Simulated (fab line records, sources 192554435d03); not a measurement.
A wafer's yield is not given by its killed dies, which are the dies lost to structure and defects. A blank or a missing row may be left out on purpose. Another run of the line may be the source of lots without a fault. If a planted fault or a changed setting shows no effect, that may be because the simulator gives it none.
Chamber matching :: flow n5Finfet :: 4 sister chambers for N5_BEOL_M0_CUTY_ETCH_63 on rieDiel-06
The step etches SOC in N2/H2, target depth 82.7 nm, overetch 16.5 nm, time 124 s. 18 wafers are shown with their chamber, then 9 later ones without.

WAFERS, EACH WITH ITS CHAMBER
wafer: L074.3
chamber: 3
drypumpMotorCurrentA (A): 6.5
throttleValvePct (%): 17.67
oesProductAu (a.u.): 0.74

wafer: L074.5
chamber: 1
drypumpMotorCurrentA (A): 6.0
throttleValvePct (%): 18.11
oesProductAu (a.u.): 0.58

wafer: L074.6
chamber: 2
drypumpMotorCurrentA (A): 5.5
throttleValvePct (%): 18.10
oesProductAu (a.u.): 0.60

wafer: L075.2
chamber: 1
drypumpMotorCurrentA (A): 6.0
throttleValvePct (%): 18.11
oesProductAu (a.u.): 0.58

wafer: L075.4
chamber: 1
drypumpMotorCurrentA (A): 6.0
throttleValvePct (%): 18.12
oesProductAu (a.u.): 0.57

wafer: L075.6
chamber: 2
drypumpMotorCurrentA (A): 5.4
throttleValvePct (%): 18.14
oesProductAu (a.u.): 0.60

wafer: L078.1
chamber: 2
drypumpMotorCurrentA (A): 5.5
throttleValvePct (%): 18.13
oesProductAu (a.u.): 0.59

wafer: L078.5
chamber: 2
drypumpMotorCurrentA (A): 5.5
throttleValvePct (%): 18.12
oesProductAu (a.u.): 0.60

wafer: L078.6
chamber: 1
drypumpMotorCurrentA (A): 6.0
throttleValvePct (%): 18.14
oesProductAu (a.u.): 0.57

wafer: L082.3
chamber: 2
drypumpMotorCurrentA (A): 5.5
throttleValvePct (%): 18.14
oesProductAu (a.u.): 0.59

wafer: L082.4
chamber: 0
drypumpMotorCurrentA (A): 6.7
throttleValvePct (%): 18.00
oesProductAu (a.u.): 0.58

wafer: L082.6
chamber: 3
drypumpMotorCurrentA (A): 6.5
throttleValvePct (%): 17.72
oesProductAu (a.u.): 0.71

wafer: L087.1
chamber: 1
drypumpMotorCurrentA (A): 6.0
throttleValvePct (%): 18.17
oesProductAu (a.u.): 0.57

wafer: L087.4
chamber: 3
drypumpMotorCurrentA (A): 6.5
throttleValvePct (%): 17.75
oesProductAu (a.u.): 0.70

wafer: L087.5
chamber: 1
drypumpMotorCurrentA (A): 6.0
throttleValvePct (%): 18.17
oesProductAu (a.u.): 0.55

wafer: L090.3
chamber: 3
drypumpMotorCurrentA (A): 6.5
throttleValvePct (%): 17.75
oesProductAu (a.u.): 0.69

wafer: L090.4
chamber: 3
drypumpMotorCurrentA (A): 6.5
throttleValvePct (%): 17.75
oesProductAu (a.u.): 0.70

wafer: L090.6
chamber: 2
drypumpMotorCurrentA (A): 5.5
throttleValvePct (%): 18.18
oesProductAu (a.u.): 0.57

SIGNATURES (averages over the wafers above)
reading: drypumpMotorCurrentA
chamber 0: 6.700
chamber 1: 6.000
chamber 2: 5.483
chamber 3: 6.500
scatter within a chamber: 0.0244

reading: throttleValvePct
chamber 0: 18.0000
chamber 1: 18.1367
chamber 2: 18.1350
chamber 3: 17.7280
scatter within a chamber: 0.0297

reading: oesProductAu
chamber 0: 0.5800
chamber 1: 0.5700
chamber 2: 0.5917
chamber 3: 0.7080
scatter within a chamber: 0.014
Rule: for each reading, subtract the chamber's mean from the wafer's reading, divide by that reading's scatter and square the result; add these up over the readings and take the root, which gives the wafer's distance from the chamber. The wafer belongs to the nearest chamber; if the next one is less than 2 further off, it can't be placed. How the scatter is found: for the shown wafers, subtract from each reading the mean of its chamber, square and add these, divide the total by (wafers less chambers), then take the root.

WAFERS WHOSE CHAMBER IS MISSING
wafer: L091.1
drypumpMotorCurrentA (A): 5.5
throttleValvePct (%): 18.20
oesProductAu (a.u.): 0.59

wafer: L091.5
drypumpMotorCurrentA (A): 6.0
throttleValvePct (%): 18.18
oesProductAu (a.u.): 0.56

wafer: L091.6
drypumpMotorCurrentA (A): 5.5
throttleValvePct (%): 18.17
oesProductAu (a.u.): 0.57

wafer: L094.2
drypumpMotorCurrentA (A): 5.4
throttleValvePct (%): 18.20
oesProductAu (a.u.): 0.57

wafer: L094.4
drypumpMotorCurrentA (A): 6.7
throttleValvePct (%): 17.54
oesProductAu (a.u.): 0.79

wafer: L094.5
drypumpMotorCurrentA (A): 5.5
throttleValvePct (%): 18.19
oesProductAu (a.u.): 0.57

wafer: L095.3
drypumpMotorCurrentA (A): 6.7
throttleValvePct (%): 17.54
oesProductAu (a.u.): 0.78

wafer: L095.5
drypumpMotorCurrentA (A): 6.5
throttleValvePct (%): 17.76
oesProductAu (a.u.): 0.68

wafer: L095.6
drypumpMotorCurrentA (A): 5.4
throttleValvePct (%): 18.19
oesProductAu (a.u.): 0.57

CHAMBER TAKEN BY EACH
wafer: L091.1
from the rows above: 2
in truth: 2

wafer: L091.5
from the rows above: 1
in truth: 1

wafer: L091.6
from the rows above: 2
in truth: 2

wafer: L094.2
from the rows above: 2
in truth: 2

wafer: L094.4
from the rows above: 3
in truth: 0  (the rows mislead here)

wafer: L094.5
from the rows above: 2
in truth: 2

wafer: L095.3
from the rows above: 3
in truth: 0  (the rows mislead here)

wafer: L095.5
from the rows above: 3
in truth: 3

wafer: L095.6
from the rows above: 2
in truth: 2
Correct placement for 7 of the 9. Left unplaced by these rows: 0. Placed wrongly: 2.
